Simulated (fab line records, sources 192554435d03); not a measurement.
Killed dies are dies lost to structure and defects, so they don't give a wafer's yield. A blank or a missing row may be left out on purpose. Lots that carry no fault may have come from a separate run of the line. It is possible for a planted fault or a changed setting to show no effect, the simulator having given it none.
fab line records || flow n5-finfet || part 2 of 2: steps 30 to 37 of 37
record {"lots": 5, "wafers": 15, "last-day": 17}
route steps=1938 shown SD_EPI_P@313 SD_ACTIVATION@330 ILD0@335 SDB@347
lots untouched by any fault: they come from a run of this same line in which no faults occurred
start-h: start of the lot's first displayed wafer, in hours after the record's first day || wait-h: time in hours since the lot's previous step || " the same as in the row above || L1.1+2: several wafers, shown together as one row || - value missing, or start not given || * or withheld: withheld || < > ~ a bound
route shown NAME@n: NAME is a module with steps in the file, n the number in the route of the first one || usual: mean/standard deviation of fault-free wafers || same: alike in all rows || chamber/n: place in a boat || sites: readings site by site || _std_site: standard deviation across them || _edge_site: inner sites' mean taken away from outer sites' mean || radius-mm: how far each site lies from the wafer's centre || mask NAME#n: copy n || behind: tool/chamber where the wafer was last shaped || hold: why the lot went on hold/how many hours it stayed there/how the hold came to an end || device: transistor that didn't switch, given as n, p or np || end of line: tests of these same wafers at the route's end || a step given without rows: its recipe and nothing more || killed: count of dies lost to structure and defects at first sort (not the wafer's yield) || map: dies across one wafer; x = killed, . = not, _ = none there
set.NAME: the run value of the setting; set.NAME@STEP: its run value at that earlier step || model.NAME: the simulator's own value behind a step, which no gauge read
certain route steps with their lots: each step a table, each wafer a row
services: when a tool's chamber went out of use (start-h, in hours from the record's first day, below 0 if earlier), for how many hours, and the reason
## steps
# step N5_ILD0_ALD_15
# recipe {"material": "SiNx", "target-thk-a": 240, "temp-c": 400, "ald-precursor-family": "SiH2I2", "ald-co-reactant": "N2/H2-plasma", "pulse-time-s": 1, "ald-cycles": 480, "purge-time-s": 2, "co-reactant-purge-time-s": 2, "pressure-torr": 2}
# usual {"heater-power-w": "845/54", "precursor-pulse-height-rel": "0.996/0.02"}
{"lot.wafer": "L074.2", "tool": "ald-sin-02", "chamber": 3, "start-h": 63.91, "wait-h": 0.5, "heater-power-w": 905, "precursor-pulse-height-rel": 0.990}
{"lot.wafer": "L074.3", "tool": "ald-sin-02", "chamber": 0, "start-h": 63.91, "wait-h": 0.5, "heater-power-w": 857, "precursor-pulse-height-rel": 0.974}
{"lot.wafer": "L074.6", "tool": "ald-sin-02", "chamber": 1, "start-h": 64.99, "wait-h": 1.1, "heater-power-w": 835, "precursor-pulse-height-rel": 1.007}
{"lot.wafer": "L076.1", "tool": "ald-sin-01", "chamber": 2, "start-h": 77.06, "wait-h": 0.8, "heater-power-w": 873, "precursor-pulse-height-rel": 0.959}
{"lot.wafer": "L076.4", "tool": "ald-sin-01", "chamber": 3, "start-h": 77.06, "wait-h": 0.8, "heater-power-w": 924, "precursor-pulse-height-rel": 0.989}
{"lot.wafer": "L076.6", "tool": "ald-sin-01", "chamber": 0, "start-h": 78.15, "wait-h": 1.3, "heater-power-w": 894, "precursor-pulse-height-rel": 0.970}
{"lot.wafer": "L080.1", "tool": "ald-sin-02", "chamber": 2, "start-h": 100.88, "wait-h": 0.6, "heater-power-w": 789, "precursor-pulse-height-rel": 1.012}
{"lot.wafer": "L080.4", "tool": "ald-sin-02", "chamber": 3, "start-h": 100.88, "wait-h": 0.6, "heater-power-w": 838, "precursor-pulse-height-rel": 0.991}
{"lot.wafer": "L080.6", "tool": "ald-sin-02", "chamber": 0, "start-h": 101.97, "wait-h": 1.1, "heater-power-w": 776, "precursor-pulse-height-rel": 0.955}
{"lot.wafer": "L083.1", "tool": "ald-sin-04", "chamber": 3, "start-h": 123.40, "wait-h": 0.6, "heater-power-w": 892, "precursor-pulse-height-rel": 1.015}
{"lot.wafer": "L083.2", "tool": "ald-sin-04", "chamber": 0, "start-h": 123.40, "wait-h": 0.6, "heater-power-w": 802, "precursor-pulse-height-rel": 0.994}
{"lot.wafer": "L083.3", "tool": "ald-sin-04", "chamber": 1, "start-h": 123.40, "wait-h": 0.6, "heater-power-w": 843, "precursor-pulse-height-rel": 0.995}
{"lot.wafer": "L096.3", "tool": "ald-sin-02", "chamber": 0, "start-h": 196.27, "wait-h": 0.4, "heater-power-w": 780, "precursor-pulse-height-rel": 0.988}
{"lot.wafer": "L096.4", "tool": "ald-sin-02", "chamber": 1, "start-h": 196.27, "wait-h": 0.4, "heater-power-w": 789, "precursor-pulse-height-rel": 1.023}
{"lot.wafer": "L096.6", "tool": "ald-sin-02", "chamber": 0, "start-h": 197.36, "wait-h": 1.1, "heater-power-w": 763, "precursor-pulse-height-rel": 0.993}
# step N5_ILD0_CMP_12
# recipe {"stop-on": "poly-Si", "material": "SiNx", "t-overpolish-s": 6, "post-cmp-clean": "alkaline-brush", "down-force-psi": 2.5, "platen-rpm": 51.8, "pad-velocity-m-s": 1.0307, "target-thk-nm": 17.67}
# usual {"edge-zone-pressure-frac": "1.000/0.005", "head-pressure-psi": "2.499/0.0056", "motor-current-A": "9.0/0.88", "overpolish-run-s": "6.000/0.009", "pad-life-wafers": "1104/470", "time-to-endpoint-s": "30.5/3"}
{"lot.wafer": "L074.2", "tool": "cmp-02", "chamber": 0, "start-h": 66.15, "wait-h": 1.2, "edge-zone-pressure-frac": 1.002, "head-pressure-psi": 2.493, "motor-current-A": 9.8, "overpolish-run-s": 6.002, "pad-life-wafers": 685, "time-to-endpoint-s": 29.9}
{"lot.wafer": "L074.3", "tool": "cmp-02", "chamber": 1, "start-h": 66.15, "wait-h": 1.2, "edge-zone-pressure-frac": 1.001, "head-pressure-psi": 2.503, "motor-current-A": 9.9, "overpolish-run-s": 6.005, "pad-life-wafers": 686, "time-to-endpoint-s": 27.2}
{"lot.wafer": "L074.6", "tool": "cmp-02", "chamber": 0, "start-h": 66.15, "wait-h": 1.2, "edge-zone-pressure-frac": 0.996, "head-pressure-psi": 2.503, "motor-current-A": 10.4, "overpolish-run-s": 6.007, "pad-life-wafers": "-", "time-to-endpoint-s": 31.5}
{"lot.wafer": "L076.1", "tool": "cmp-03", "chamber": 3, "start-h": 79.26, "wait-h": 1.1, "edge-zone-pressure-frac": 1.006, "head-pressure-psi": 2.512, "motor-current-A": 8.6, "overpolish-run-s": 6.008, "pad-life-wafers": 966, "time-to-endpoint-s": 30.8}
{"lot.wafer": "L076.4", "tool": "cmp-03", "chamber": 2, "start-h": 79.26, "wait-h": 1.1, "edge-zone-pressure-frac": 0.995, "head-pressure-psi": 2.507, "motor-current-A": 7.9, "overpolish-run-s": 6.004, "pad-life-wafers": 969, "time-to-endpoint-s": 30.5}
{"lot.wafer": "L076.6", "tool": "cmp-03", "chamber": 0, "start-h": 79.26, "wait-h": 1.1, "edge-zone-pressure-frac": 1.004, "head-pressure-psi": 2.497, "motor-current-A": 9.2, "overpolish-run-s": 5.995, "pad-life-wafers": "-", "time-to-endpoint-s": 29.5}
{"lot.wafer": "L080.1", "tool": "cmp-03", "chamber": 3, "start-h": 103.08, "wait-h": 1.1, "edge-zone-pressure-frac": 1.004, "head-pressure-psi": 2.499, "motor-current-A": 9.1, "overpolish-run-s": 6.002, "pad-life-wafers": 1194, "time-to-endpoint-s": 33.7}
{"lot.wafer": "L080.4", "tool": "cmp-03", "chamber": 0, "start-h": 103.08, "wait-h": 1.1, "edge-zone-pressure-frac": 1.007, "head-pressure-psi": 2.488, "motor-current-A": 9.7, "overpolish-run-s": 5.995, "pad-life-wafers": 1195, "time-to-endpoint-s": 34.7}
{"lot.wafer": "L080.6", "tool": "cmp-03", "chamber": 3, "start-h": 103.08, "wait-h": 1.1, "edge-zone-pressure-frac": 0.995, "head-pressure-psi": 2.500, "motor-current-A": 8.8, "overpolish-run-s": 5.996, "pad-life-wafers": "-", "time-to-endpoint-s": 33.4}
{"lot.wafer": "L083.3", "tool": "cmp-03", "chamber": 2, "start-h": 125.60, "wait-h": 1.1, "edge-zone-pressure-frac": 1.010, "head-pressure-psi": 2.500, "motor-current-A": 7.5, "overpolish-run-s": 6.009, "pad-life-wafers": 1368, "time-to-endpoint-s": 31.4}
{"lot.wafer": "L083.2", "tool": "cmp-03", "chamber": 0, "start-h": 125.60, "wait-h": 1.1, "edge-zone-pressure-frac": 1.003, "head-pressure-psi": 2.504, "motor-current-A": 9.4, "overpolish-run-s": 6.021, "pad-life-wafers": 1370, "time-to-endpoint-s": 32.3}
{"lot.wafer": "L083.1", "tool": "cmp-03", "chamber": 1, "start-h": 125.60, "wait-h": 1.1, "edge-zone-pressure-frac": 0.999, "head-pressure-psi": 2.502, "motor-current-A": 8.7, "overpolish-run-s": 6.005, "pad-life-wafers": 1371, "time-to-endpoint-s": 28.6}
{"lot.wafer": "L096.4", "tool": "cmp-04", "chamber": 2, "start-h": 198.47, "wait-h": 1.1, "edge-zone-pressure-frac": 1.010, "head-pressure-psi": 2.492, "motor-current-A": 8.4, "overpolish-run-s": 5.998, "pad-life-wafers": 570, "time-to-endpoint-s": 25.9}
{"lot.wafer": "L096.3", "tool": "cmp-04", "chamber": 3, "start-h": 198.47, "wait-h": 1.1, "edge-zone-pressure-frac": 0.998, "head-pressure-psi": 2.496, "motor-current-A": 8.3, "overpolish-run-s": 5.986, "pad-life-wafers": 571, "time-to-endpoint-s": 30.2}
{"lot.wafer": "L096.6", "tool": "cmp-04", "chamber": 2, "start-h": 198.47, "wait-h": 1.1, "edge-zone-pressure-frac": 1.001, "head-pressure-psi": 2.495, "motor-current-A": 8.8, "overpolish-run-s": 5.999, "pad-life-wafers": "-", "time-to-endpoint-s": 29.3}
# step N5_ILD0_THK_MEAS_13
# usual {"thk-nm": "18.1/1.3"}
{"lot.wafer": "L074.2", "tool": "film-metro-02", "chamber": "-", "start-h": 66.41, "wait-h": "-", "thk-nm": 18.6}
{"lot.wafer": "L074.3", "tool": "film-metro-02", "chamber": "-", "start-h": 66.41, "wait-h": "-", "thk-nm": 18.0}
{"lot.wafer": "L074.6", "tool": "film-metro-02", "chamber": "-", "start-h": 66.41, "wait-h": "-", "thk-nm": 18.4}
{"lot.wafer": "L076.1", "tool": "film-metro-02", "chamber": "-", "start-h": 79.56, "wait-h": "-", "thk-nm": 18.9}
{"lot.wafer": "L076.4", "tool": "film-metro-02", "chamber": "-", "start-h": 79.56, "wait-h": "-", "thk-nm": 19.2}
{"lot.wafer": "L076.6", "tool": "film-metro-02", "chamber": "-", "start-h": 79.56, "wait-h": "-", "thk-nm": 19.3}
{"lot.wafer": "L080.1", "tool": "film-metro-02", "chamber": "-", "start-h": 103.38, "wait-h": "-", "thk-nm": 17.1}
{"lot.wafer": "L080.4", "tool": "film-metro-02", "chamber": "-", "start-h": 103.38, "wait-h": "-", "thk-nm": 18.8}
{"lot.wafer": "L080.6", "tool": "film-metro-02", "chamber": "-", "start-h": 103.38, "wait-h": "-", "thk-nm": 18.8}
{"lot.wafer": "L083.1", "tool": "film-metro-02", "chamber": "-", "start-h": 125.89, "wait-h": "-", "thk-nm": 16.9}
{"lot.wafer": "L083.2", "tool": "film-metro-02", "chamber": "-", "start-h": 125.89, "wait-h": "-", "thk-nm": 20.3}
{"lot.wafer": "L083.3", "tool": "film-metro-02", "chamber": "-", "start-h": 125.89, "wait-h": "-", "thk-nm": 19.5}
{"lot.wafer": "L096.3", "tool": "film-metro-01", "chamber": "-", "start-h": 198.77, "wait-h": "-", "thk-nm": 18.0}
{"lot.wafer": "L096.4", "tool": "film-metro-01", "chamber": "-", "start-h": 198.77, "wait-h": "-", "thk-nm": 16.9}
{"lot.wafer": "L096.6", "tool": "film-metro-01", "chamber": "-", "start-h": 198.77, "wait-h": "-", "thk-nm": 17.6}
# step N5_ILD0_INSPECT_06
# recipe {"inspect-instrument": "darkfield", "mode": "post-cmp"}
# usual {"raw-defect-count": "37/18"}
{"lot.wafer": "L074.2", "tool": "defect-inspect-02", "chamber": "-", "start-h": 66.43, "wait-h": 0.0, "raw-defect-count": 16}
{"lot.wafer": "L074.3", "tool": "defect-inspect-02", "chamber": "-", "start-h": 66.43, "wait-h": 0.0, "raw-defect-count": 23}
{"lot.wafer": "L074.6", "tool": "defect-inspect-02", "chamber": "-", "start-h": 66.43, "wait-h": 0.0, "raw-defect-count": 28}
{"lot.wafer": "L076.1", "tool": "defect-inspect-02", "chamber": "-", "start-h": 79.58, "wait-h": 0.0, "raw-defect-count": 45}
{"lot.wafer": "L076.4", "tool": "defect-inspect-02", "chamber": "-", "start-h": 79.58, "wait-h": 0.0, "raw-defect-count": 26}
{"lot.wafer": "L076.6", "tool": "defect-inspect-02", "chamber": "-", "start-h": 79.58, "wait-h": 0.0, "raw-defect-count": 31}
{"lot.wafer": "L080.1", "tool": "defect-inspect-02", "chamber": "-", "start-h": 103.40, "wait-h": 0.0, "raw-defect-count": 18}
{"lot.wafer": "L080.4", "tool": "defect-inspect-02", "chamber": "-", "start-h": 103.40, "wait-h": 0.0, "raw-defect-count": 31}
{"lot.wafer": "L080.6", "tool": "defect-inspect-02", "chamber": "-", "start-h": 103.40, "wait-h": 0.0, "raw-defect-count": 24}
{"lot.wafer": "L083.1", "tool": "defect-inspect-01", "chamber": "-", "start-h": 125.92, "wait-h": 0.0, "raw-defect-count": 35}
{"lot.wafer": "L083.2", "tool": "defect-inspect-01", "chamber": "-", "start-h": 125.92, "wait-h": 0.0, "raw-defect-count": 16}
{"lot.wafer": "L083.3", "tool": "defect-inspect-01", "chamber": "-", "start-h": 125.92, "wait-h": 0.0, "raw-defect-count": 40}
{"lot.wafer": "L096.3", "tool": "defect-inspect-01", "chamber": "-", "start-h": 198.79, "wait-h": 0.0, "raw-defect-count": 24}
{"lot.wafer": "L096.4", "tool": "defect-inspect-01", "chamber": "-", "start-h": 198.79, "wait-h": 0.0, "raw-defect-count": 24}
{"lot.wafer": "L096.6", "tool": "defect-inspect-01", "chamber": "-", "start-h": 198.79, "wait-h": 0.0, "raw-defect-count": 48}
# step N5_SDB_HM_DEP_00
# recipe {"material": "SiNx", "target-thk-a": 400, "temp-c": 400, "precursor": "SiH4/NH3/N2", "pressure-torr": 1.5, "rf-w": 300, "time-s": 35.3}
# usual {"heater-power-w": "726/100", "showerhead-plenum-p-Torr": "5.15/0.067", "throttle-valve-pct": "39.3/3"}
{"lot.wafer": "L074.2", "tool": "pecvd-03", "chamber": 0, "start-h": 66.47, "wait-h": 0.0, "heater-power-w": 867, "showerhead-plenum-p-Torr": 5.14, "throttle-valve-pct": 37.6}
{"lot.wafer": "L074.3", "tool": "pecvd-03", "chamber": 2, "start-h": 66.47, "wait-h": 0.0, "heater-power-w": 605, "showerhead-plenum-p-Torr": 5.07, "throttle-valve-pct": 38.8}
{"lot.wafer": "L074.6", "tool": "pecvd-03", "chamber": 0, "start-h": 66.47, "wait-h": 0.0, "heater-power-w": 864, "showerhead-plenum-p-Torr": 5.15, "throttle-valve-pct": 37.8}
{"lot.wafer": "L076.1", "tool": "pecvd-03", "chamber": 1, "start-h": 79.62, "wait-h": 0.0, "heater-power-w": 890, "showerhead-plenum-p-Torr": 5.24, "throttle-valve-pct": 41.8}
{"lot.wafer": "L076.4", "tool": "pecvd-03", "chamber": 2, "start-h": 79.62, "wait-h": 0.0, "heater-power-w": 623, "showerhead-plenum-p-Torr": 5.08, "throttle-valve-pct": 38.8}
{"lot.wafer": "L076.6", "tool": "pecvd-03", "chamber": 1, "start-h": 79.62, "wait-h": 0.0, "heater-power-w": 894, "showerhead-plenum-p-Torr": 5.27, "throttle-valve-pct": 41.8}
{"lot.wafer": "L080.1", "tool": "pecvd-03", "chamber": 1, "start-h": 103.44, "wait-h": 0.0, "heater-power-w": 759, "showerhead-plenum-p-Torr": 5.26, "throttle-valve-pct": 41.6}
{"lot.wafer": "L080.4", "tool": "pecvd-03", "chamber": 1, "start-h": 103.44, "wait-h": 0.0, "heater-power-w": 756, "showerhead-plenum-p-Torr": 5.26, "throttle-valve-pct": 41.5}
{"lot.wafer": "L080.6", "tool": "pecvd-03", "chamber": 0, "start-h": 103.44, "wait-h": 0.0, "heater-power-w": 824, "showerhead-plenum-p-Torr": 5.15, "throttle-valve-pct": 37.8}
{"lot.wafer": "L083.1", "tool": "pecvd-01", "chamber": 1, "start-h": 125.96, "wait-h": 0.0, "heater-power-w": 637, "showerhead-plenum-p-Torr": 5.05, "throttle-valve-pct": 37.9}
{"lot.wafer": "L083.2", "tool": "pecvd-01", "chamber": 2, "start-h": 125.96, "wait-h": 0.0, "heater-power-w": 619, "showerhead-plenum-p-Torr": 5.26, "throttle-valve-pct": 34.6}
{"lot.wafer": "L083.3", "tool": "pecvd-01", "chamber": 0, "start-h": 125.96, "wait-h": 0.0, "heater-power-w": 658, "showerhead-plenum-p-Torr": 5.17, "throttle-valve-pct": 38.4}
{"lot.wafer": "L096.3", "tool": "pecvd-01", "chamber": 2, "start-h": 198.83, "wait-h": 0.0, "heater-power-w": 565, "showerhead-plenum-p-Torr": 5.26, "throttle-valve-pct": 35.2}
{"lot.wafer": "L096.4", "tool": "pecvd-01", "chamber": 1, "start-h": 198.83, "wait-h": 0.0, "heater-power-w": 586, "showerhead-plenum-p-Torr": 5.06, "throttle-valve-pct": 38.0}
{"lot.wafer": "L096.6", "tool": "pecvd-01", "chamber": 2, "start-h": 198.83, "wait-h": 0.0, "heater-power-w": 556, "showerhead-plenum-p-Torr": 5.25, "throttle-valve-pct": 35.2}
# step N5_SDB_COAT_03
# recipe {"resist": "SOC", "temp-c": 250, "time-s": 60, "spin-rpm": 1500, "resist-thk-nm": 100}
# usual {"chill-plate-temp-C": "22.98/0.1", "resist-line-temp-C": "23.02/0.11"}
{"lot.wafer": "L074.2", "tool": "litho-track-05", "chamber": 0, "start-h": 66.58, "wait-h": 0.1, "chill-plate-temp-C": 23.28, "resist-line-temp-C": 23.05}
{"lot.wafer": "L074.3", "tool": "litho-track-05", "chamber": 0, "start-h": 66.58, "wait-h": 0.1, "chill-plate-temp-C": 23.16, "resist-line-temp-C": 23.00}
{"lot.wafer": "L074.6", "tool": "litho-track-05", "chamber": 0, "start-h": 66.58, "wait-h": 0.1, "chill-plate-temp-C": 23.07, "resist-line-temp-C": 22.94}
{"lot.wafer": "L076.1", "tool": "litho-track-02", "chamber": 0, "start-h": 79.70, "wait-h": 0.1, "chill-plate-temp-C": 22.91, "resist-line-temp-C": 23.09}
{"lot.wafer": "L076.4", "tool": "litho-track-02", "chamber": 0, "start-h": 79.70, "wait-h": 0.1, "chill-plate-temp-C": 23.00, "resist-line-temp-C": 23.04}
{"lot.wafer": "L076.6", "tool": "litho-track-02", "chamber": 0, "start-h": 79.70, "wait-h": 0.1, "chill-plate-temp-C": 22.87, "resist-line-temp-C": 23.03}
{"lot.wafer": "L080.1", "tool": "litho-track-04", "chamber": 0, "start-h": 103.52, "wait-h": 0.1, "chill-plate-temp-C": 22.85, "resist-line-temp-C": 22.79}
{"lot.wafer": "L080.4", "tool": "litho-track-04", "chamber": 0, "start-h": 103.52, "wait-h": 0.1, "chill-plate-temp-C": 22.92, "resist-line-temp-C": 23.01}
{"lot.wafer": "L080.6", "tool": "litho-track-04", "chamber": 0, "start-h": 103.52, "wait-h": 0.1, "chill-plate-temp-C": 22.90, "resist-line-temp-C": 22.95}
{"lot.wafer": "L083.1", "tool": "litho-track-05", "chamber": 0, "start-h": 126.04, "wait-h": 0.1, "chill-plate-temp-C": 22.95, "resist-line-temp-C": 23.06}
{"lot.wafer": "L083.2", "tool": "litho-track-05", "chamber": 0, "start-h": 126.04, "wait-h": 0.1, "chill-plate-temp-C": 22.90, "resist-line-temp-C": 23.12}
{"lot.wafer": "L083.3", "tool": "litho-track-05", "chamber": 0, "start-h": 126.04, "wait-h": 0.1, "chill-plate-temp-C": 23.07, "resist-line-temp-C": 23.12}
{"lot.wafer": "L096.3", "tool": "litho-track-05", "chamber": 0, "start-h": 198.91, "wait-h": 0.1, "chill-plate-temp-C": 22.90, "resist-line-temp-C": 22.94}
{"lot.wafer": "L096.4", "tool": "litho-track-05", "chamber": 0, "start-h": 198.91, "wait-h": 0.1, "chill-plate-temp-C": 22.98, "resist-line-temp-C": 23.07}
{"lot.wafer": "L096.6", "tool": "litho-track-05", "chamber": 0, "start-h": 198.91, "wait-h": 0.1, "chill-plate-temp-C": 22.94, "resist-line-temp-C": 23.13}
# step N5_SDB_COAT_04
# recipe {"resist": "SiARC", "temp-c": 220, "time-s": 60, "spin-rpm": 1500, "resist-thk-nm": 18}
# usual {"chill-plate-temp-C": "22.97/0.11", "resist-line-temp-C": "23.00/0.11"}
{"lot.wafer": "L074.2", "tool": "litho-track-05", "chamber": 0, "start-h": "-", "wait-h": "-", "chill-plate-temp-C": 23.11, "resist-line-temp-C": 22.98}
{"lot.wafer": "L074.3", "tool": "litho-track-05", "chamber": 0, "start-h": "-", "wait-h": "-", "chill-plate-temp-C": 23.09, "resist-line-temp-C": 22.84}
{"lot.wafer": "L074.6", "tool": "litho-track-05", "chamber": 0, "start-h": "-", "wait-h": "-", "chill-plate-temp-C": 23.06, "resist-line-temp-C": 23.07}
{"lot.wafer": "L076.1", "tool": "litho-track-02", "chamber": 0, "start-h": "-", "wait-h": "-", "chill-plate-temp-C": 22.75, "resist-line-temp-C": 23.06}
{"lot.wafer": "L076.4", "tool": "litho-track-02", "chamber": 0, "start-h": "-", "wait-h": "-", "chill-plate-temp-C": 22.83, "resist-line-temp-C": 23.15}
{"lot.wafer": "L076.6", "tool": "litho-track-02", "chamber": 0, "start-h": "-", "wait-h": "-", "chill-plate-temp-C": 22.84, "resist-line-temp-C": 22.89}
{"lot.wafer": "L080.1", "tool": "litho-track-04", "chamber": 0, "start-h": "-", "wait-h": "-", "chill-plate-temp-C": 22.96, "resist-line-temp-C": 22.91}
{"lot.wafer": "L080.4", "tool": "litho-track-04", "chamber": 0, "start-h": "-", "wait-h": "-", "chill-plate-temp-C": 22.91, "resist-line-temp-C": 23.01}
{"lot.wafer": "L080.6", "tool": "litho-track-04", "chamber": 0, "start-h": "-", "wait-h": "-", "chill-plate-temp-C": 23.00, "resist-line-temp-C": 23.00}
{"lot.wafer": "L083.1", "tool": "litho-track-05", "chamber": 0, "start-h": "-", "wait-h": "-", "chill-plate-temp-C": 23.08, "resist-line-temp-C": 22.83}
{"lot.wafer": "L083.2", "tool": "litho-track-05", "chamber": 0, "start-h": "-", "wait-h": "-", "chill-plate-temp-C": 23.04, "resist-line-temp-C": 22.91}
{"lot.wafer": "L083.3", "tool": "litho-track-05", "chamber": 0, "start-h": "-", "wait-h": "-", "chill-plate-temp-C": 23.09, "resist-line-temp-C": 22.82}
{"lot.wafer": "L096.3", "tool": "litho-track-05", "chamber": 0, "start-h": "-", "wait-h": "-", "chill-plate-temp-C": 22.88, "resist-line-temp-C": 22.94}
{"lot.wafer": "L096.4", "tool": "litho-track-05", "chamber": 0, "start-h": "-", "wait-h": "-", "chill-plate-temp-C": 23.04, "resist-line-temp-C": 22.94}
{"lot.wafer": "L096.6", "tool": "litho-track-05", "chamber": 0, "start-h": "-", "wait-h": "-", "chill-plate-temp-C": 22.94, "resist-line-temp-C": 23.13}
# step N5_SDB_COAT_05
# recipe {"resist": "CAR-ArF", "spin-rpm": 1500, "resist-thk-nm": 90}
# usual {"chill-plate-temp-C": "22.97/0.11", "resist-line-temp-C": "23.03/0.1"}
{"lot.wafer": "L074.2", "tool": "litho-track-05", "chamber": 0, "start-h": "-", "wait-h": "-", "chill-plate-temp-C": 22.99, "resist-line-temp-C": 23.04}
{"lot.wafer": "L074.3", "tool": "litho-track-05", "chamber": 0, "start-h": "-", "wait-h": "-", "chill-plate-temp-C": 22.98, "resist-line-temp-C": 22.91}
{"lot.wafer": "L074.6", "tool": "litho-track-05", "chamber": 0, "start-h": "-", "wait-h": "-", "chill-plate-temp-C": 22.86, "resist-line-temp-C": 23.13}
{"lot.wafer": "L076.1", "tool": "litho-track-02", "chamber": 0, "start-h": "-", "wait-h": "-", "chill-plate-temp-C": 23.08, "resist-line-temp-C": 23.01}
{"lot.wafer": "L076.4", "tool": "litho-track-02", "chamber": 0, "start-h": "-", "wait-h": "-", "chill-plate-temp-C": 22.99, "resist-line-temp-C": 23.18}
{"lot.wafer": "L076.6", "tool": "litho-track-02", "chamber": 0, "start-h": "-", "wait-h": "-", "chill-plate-temp-C": 22.92, "resist-line-temp-C": 23.12}
{"lot.wafer": "L080.1", "tool": "litho-track-04", "chamber": 0, "start-h": "-", "wait-h": "-", "chill-plate-temp-C": 22.96, "resist-line-temp-C": 22.95}
{"lot.wafer": "L080.4", "tool": "litho-track-04", "chamber": 0, "start-h": "-", "wait-h": "-", "chill-plate-temp-C": 23.00, "resist-line-temp-C": 22.86}
{"lot.wafer": "L080.6", "tool": "litho-track-04", "chamber": 0, "start-h": "-", "wait-h": "-", "chill-plate-temp-C": 22.94, "resist-line-temp-C": 23.04}
{"lot.wafer": "L083.1", "tool": "litho-track-05", "chamber": 0, "start-h": "-", "wait-h": "-", "chill-plate-temp-C": 22.96, "resist-line-temp-C": 23.15}
{"lot.wafer": "L083.2", "tool": "litho-track-05", "chamber": 0, "start-h": "-", "wait-h": "-", "chill-plate-temp-C": 23.04, "resist-line-temp-C": 23.13}
{"lot.wafer": "L083.3", "tool": "litho-track-05", "chamber": 0, "start-h": "-", "wait-h": "-", "chill-plate-temp-C": 23.17, "resist-line-temp-C": 23.00}
{"lot.wafer": "L096.3", "tool": "litho-track-05", "chamber": 0, "start-h": "-", "wait-h": "-", "chill-plate-temp-C": 23.09, "resist-line-temp-C": 22.95}
{"lot.wafer": "L096.4", "tool": "litho-track-05", "chamber": 0, "start-h": "-", "wait-h": "-", "chill-plate-temp-C": 23.17, "resist-line-temp-C": 22.84}
{"lot.wafer": "L096.6", "tool": "litho-track-05", "chamber": 0, "start-h": "-", "wait-h": "-", "chill-plate-temp-C": 22.89, "resist-line-temp-C": 22.94}
## services
{"tool": "laser-anneal-02", "chamber": "-", "start-h": 33.20, "hours": 1.6, "kind": "pm"}
{"tool": "epi-rpcvd-04", "chamber": "-", "start-h": 41.39, "hours": 1.1, "kind": "repair"}
{"tool": "pecvd-03", "chamber": "-", "start-h": 49.73, "hours": 4.3, "kind": "pm"}
{"tool": "cmp-02", "chamber": "-", "start-h": 63.44, "hours": 1.5, "kind": "repair"}
{"tool": "ald-sin-01", "chamber": "-", "start-h": 67.11, "hours": 6.0, "kind": "pm"}
{"tool": "cmp-02", "chamber": "-", "start-h": 67.49, "hours": 0.9, "kind": "repair"}
{"tool": "wet-bench-01", "chamber": "-", "start-h": 70.15, "hours": 4.4, "kind": "pm"}
{"tool": "cmp-04", "chamber": "-", "start-h": 75.42, "hours": 7.7, "kind": "pm"}
{"tool": "plasma-asher-02", "chamber": "-", "start-h": 84.41, "hours": 1.2, "kind": "repair"}
{"tool": "ald-sin-02", "chamber": "-", "start-h": 85.25, "hours": 14.0, "kind": "pm"}
{"tool": "wet-bench-02", "chamber": "-", "start-h": 89.20, "hours": 4.8, "kind": "repair"}
{"tool": "cmp-04", "chamber": "-", "start-h": 94.94, "hours": 7.2, "kind": "pm"}
{"tool": "plasma-asher-02", "chamber": "-", "start-h": 97.19, "hours": 2.7, "kind": "repair"}
{"tool": "wet-bench-05", "chamber": "-", "start-h": 105.37, "hours": 1.1, "kind": "repair"}
{"tool": "wet-bench-05", "chamber": "-", "start-h": 113.22, "hours": 0.9, "kind": "repair"}
{"tool": "cmp-03", "chamber": "-", "start-h": 115.97, "hours": 0.8, "kind": "repair"}
{"tool": "cmp-04", "chamber": "-", "start-h": 127.08, "hours": 4.0, "kind": "pm"}
{"tool": "cmp-03", "chamber": "-", "start-h": 133.50, "hours": 0.8, "kind": "repair"}
{"tool": "epi-rpcvd-02", "chamber": "-", "start-h": 155.57, "hours": 0.5, "kind": "repair"}
{"tool": "cmp-02", "chamber": "-", "start-h": 155.76, "hours": 3.9, "kind": "repair"}
{"tool": "cmp-02", "chamber": "-", "start-h": 161.46, "hours": 4.7, "kind": "pm"}
{"tool": "cmp-04", "chamber": "-", "start-h": 180.72, "hours": 2.6, "kind": "repair"}
{"tool": "cmp-03", "chamber": "-", "start-h": 189.92, "hours": 16.7, "kind": "pm"}
{"tool": "plasma-asher-02", "chamber": "-", "start-h": 193.41, "hours": 0.7, "kind": "repair"}
